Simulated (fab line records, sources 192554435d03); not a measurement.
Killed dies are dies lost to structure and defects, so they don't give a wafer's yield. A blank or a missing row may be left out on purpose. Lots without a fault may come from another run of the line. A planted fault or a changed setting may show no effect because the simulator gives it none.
Split-lot experiment | flow n5_finfet | 7 lots, 21 wafers read, on a route of 1938 steps

THE SPLIT
At N5_BEOL_M7_VIA_ETCH_34 (etches SiCOH lowk in C4F6/O2, target depth 125.5 nm, time 50.5 s), the setting time_s was moved away from the recipe's 50.5 s on 10 of the 21 wafers read, by -22.3% to +18.7%. The other wafers ran this setting at the recipe's value.

The reading is taken at the split's own step.

THE READING
SOC_of_BEOL_M7_COAT_63.thk_nm (the simulator's own value, which no gauge read), in nm, at N5_BEOL_M7_VIA_ETCH_34 (etches SiCOH lowk in C4F6/O2, target depth 125.5 nm, time 50.5 s). The file gives no usual value for it. The 11 wafers here that ran the recipe average 53.9 nm, standard deviation 0.27 nm.

wafer  | tool, chamber at the split | time_s as run, s | against the recipe | SOC_of_BEOL_M7_COAT_63.thk_nm, nm | against lot-mates on the recipe
L075.1 | rie_diel-06, 2             | 42.2             | -16.4%             | 55                                | no lot-mate on the recipe
L075.4 | rie_diel-06, 2             | 42.2             | -16.4%             | 54.8                              | no lot-mate on the recipe
L075.5 | rie_diel-06, 0             | 42.2             | -16.4%             | 54.6                              | no lot-mate on the recipe
L083.3 | rie_diel-05, 1             | 50.5             | recipe             | 54.4                              | -
L083.5 | rie_diel-05, 0             | 55.24            | +9.4%              | 53.6                              | -0.8
L083.6 | rie_diel-05, 3             | 55.24            | +9.4%              | 53.6                              | -0.8
L080.1 | rie_diel-02, 0             | 59.95            | +18.7%             | 52.6                              | -1.3
L080.3 | rie_diel-02, 3             | 50.5             | recipe             | 53.8                              | -
L080.5 | rie_diel-02, 1             | 50.5             | recipe             | 54                                | -
L084.1 | rie_diel-02, 0             | 50.5             | recipe             | 53.8                              | -
L084.2 | rie_diel-02, 1             | 50.5             | recipe             | 54                                | -
L084.3 | rie_diel-02, 2             | 45.62            | -9.7%              | 54.6                              | +0.7
L090.3 | rie_diel-02, 3             | 39.26            | -22.3%             | 55                                | +1.4
L090.4 | rie_diel-02, 0             | 50.5             | recipe             | 53.6                              | -
L090.6 | rie_diel-02, 3             | 39.26            | -22.3%             | 55.2                              | +1.6
L088.1 | rie_diel-02, 0             | 53.41            | +5.8%              | 53.4                              | -0.9
L088.3 | rie_diel-02, 1             | 50.5             | recipe             | 54.4                              | -
L088.4 | rie_diel-02, 1             | 50.5             | recipe             | 54.2                              | -
L093.1 | rie_diel-02, 0             | 50.5             | recipe             | 53.8                              | -
L093.3 | rie_diel-02, 2             | 50.5             | recipe             | 53.6                              | -
L093.6 | rie_diel-02, 0             | 50.5             | recipe             | 53.8                              | -

THE FIT
A straight line over all 21 wafers: SOC_of_BEOL_M7_COAT_63.thk_nm changes by -0.0553 nm for each +1% of time_s; r = -0.93; the points scatter about the line by 0.25 nm.
The same after taking each lot's own level away (the mean of its wafers on the recipe; 18 wafers): -0.0722 nm for each +1%; r = -0.98; scatter 0.15 nm.
On that fit, the largest move of time_s shifts the reading by 1.6 nm.
The lots' own levels span 53.60 to 54.40 nm, that is 3.0 times the standard deviation above.
So the lot-to-lot level changes the slope: the two fits differ.
Check: with one of the wafers moved furthest among these (-22.3%) left out of the fit, the line predicts +1.64 nm for it against its lot-mates. It came out at +1.4 nm against them.

OTHER SPLITS ON THESE WAFERS
These wafers also went through other splits before the reading. Each is held against what the fit with the lots' levels taken away leaves over:
other split on the same wafers | wafers away from the commonest value | r with SOC_of_BEOL_M7_COAT_63.thk_nm (lot level and that fit taken away)
N5_BEOL_M5_ETCH_72 source_w    | 10                                   | -0.16
N5_BEOL_M6_EXPOSE_25 dose_mj   | 9                                    | +0.26
N5_BEOL_M6_VIA_ETCH_34 time_s  | 5                                    | -0.17
N5_BEOL_M6_ALD_77 ald_cycles   | 7                                    | +0.07

THE WHOLE CHAIN: every reading that the file lists as answering this split, in the file's order
step                   | what it does                                                     | reading                                                                        | change (the file's fit)                | r (the file's)
N5_BEOL_M7_VIA_ETCH_34 | etches SiCOH lowk in C4F6/O2, target depth 125.5 nm, time 50.5 s | etch.depth_nm (the simulator's own value, which no gauge read)                 | +1.4 nm for each +1% of the setting    | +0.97
N5_BEOL_M7_VIA_ETCH_34 | etches SiCOH lowk in C4F6/O2, target depth 125.5 nm, time 50.5 s | SOC_of_BEOL_M7_COAT_63.thk_nm (the simulator's own value, which no gauge read) | -0.0728 nm for each +1% of the setting | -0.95

THE FILE'S OWN FIT
SOC_of_BEOL_M7_COAT_63.thk_nm changes by -0.0728 nm for each +1% of time_s, r = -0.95.
